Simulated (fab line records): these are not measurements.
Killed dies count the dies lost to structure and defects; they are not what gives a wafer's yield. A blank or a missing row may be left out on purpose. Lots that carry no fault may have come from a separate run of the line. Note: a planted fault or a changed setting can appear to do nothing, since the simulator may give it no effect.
Split-lot experiment ; flow n5Finfet ; 21 wafers read across 7 lots, on a route 1938 steps long

SPLIT DETAILS
At N5_PASSIVATION_ETCH_54 (etches SiO2 in CHF3/O2, target depth 880 nm, time 440 s), the setting timeS was moved away from the recipe's 440 s on 6 of the 21 wafers read, by +7.5% to +16.5%. For the rest of the wafers, this setting stayed at what the recipe calls for.

The reading comes from the split's own step.

THE READING
PASSIVATION.featureDepthNm (the simulator's own value, which no gauge read), in nm, at N5_PASSIVATION_ETCH_54 (etches SiO2 in CHF3/O2, target depth 880 nm, time 440 s). No usual value for it is given in the file. Across the 15 wafers here that went through the recipe, the average is 886.6 nm and the standard deviation 8.6 nm.

wafer;tool, chamber at the split;timeS as run, s;against the recipe;PASSIVATION.featureDepthNm, nm;against lot-mates on the recipe
L075.1;rieDiel-02, 2;501.6;+14.0%;997;+111.8
L075.3;rieDiel-02, 0;501.6;+14.0%;995.8;+110.6
L075.6;rieDiel-02, 0;440;recipe;885.2;-
L081.2;rieDiel-06, 0;440;recipe;897;-
L081.5;rieDiel-06, 3;512.7;+16.5%;1065;+168.0
L081.6;rieDiel-06, 2;512.7;+16.5%;1027;+130.0
L083.1;rieDiel-04, 2;440;recipe;905.8;-
L083.3;rieDiel-04, 0;440;recipe;883.6;-
L083.4;rieDiel-04, 3;473;+7.5%;954.6;+59.9
L086.2;rieDiel-02, 2;440;recipe;881;-
L086.4;rieDiel-02, 3;473;+7.5%;962.6;+74.4
L086.6;rieDiel-02, 1;440;recipe;895.4;-
L088.1;rieDiel-04, 0;440;recipe;885;-
L088.3;rieDiel-04, 2;440;recipe;894.6;-
L088.6;rieDiel-04, 0;440;recipe;881.8;-
L093.1;rieDiel-02, 1;440;recipe;882.6;-
L093.2;rieDiel-02, 3;440;recipe;881.2;-
L093.4;rieDiel-02, 2;440;recipe;880.2;-
L095.2;rieDiel-02, 3;440;recipe;883.8;-
L095.4;rieDiel-02, 1;440;recipe;892.2;-
L095.6;rieDiel-02, 0;440;recipe;869.6;-

FIT RESULTS
A straight line over all 21 wafers: PASSIVATION.featureDepthNm changes by +8.97 nm for each +1% of timeS; r = +0.98; the points scatter about the line by 12 nm.
The same after taking each lot's own level away (the mean of its wafers on the recipe; 21 wafers): +8.61 nm for each +1%; r = +0.98; scatter 9.8 nm.
According to that fit, moving timeS by its largest amount changes the reading by 1.4e+02 nm.
The lots' own levels span 881.33 to 897.00 nm, that is 1.8 times the standard deviation above.
Hence the lot-to-lot level has little effect on the slope; both slopes agree.
Check: with one of the wafers moved furthest among these (+16.5%) left out of the fit, the line predicts +133 nm for it against its lot-mates. It came out at +168 nm against them.

THE WHOLE CHAIN: every reading that the file lists as answering this split, in the file's order
step;what it does;reading;change (the file's fit);r (the file's)
N5_PASSIVATION_ETCH_54;etches SiO2 in CHF3/O2, target depth 880 nm, time 440 s;etch.depthNm (the simulator's own value, which no gauge read);+8.64 nm for each +1% of the setting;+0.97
N5_PASSIVATION_ETCH_54;etches SiO2 in CHF3/O2, target depth 880 nm, time 440 s;PASSIVATION.featureDepthNm (the simulator's own value, which no gauge read);+8.64 nm for each +1% of the setting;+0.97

THE FILE'S OWN FIT
PASSIVATION.featureDepthNm changes by +8.64 nm for each +1% of timeS, r = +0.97.
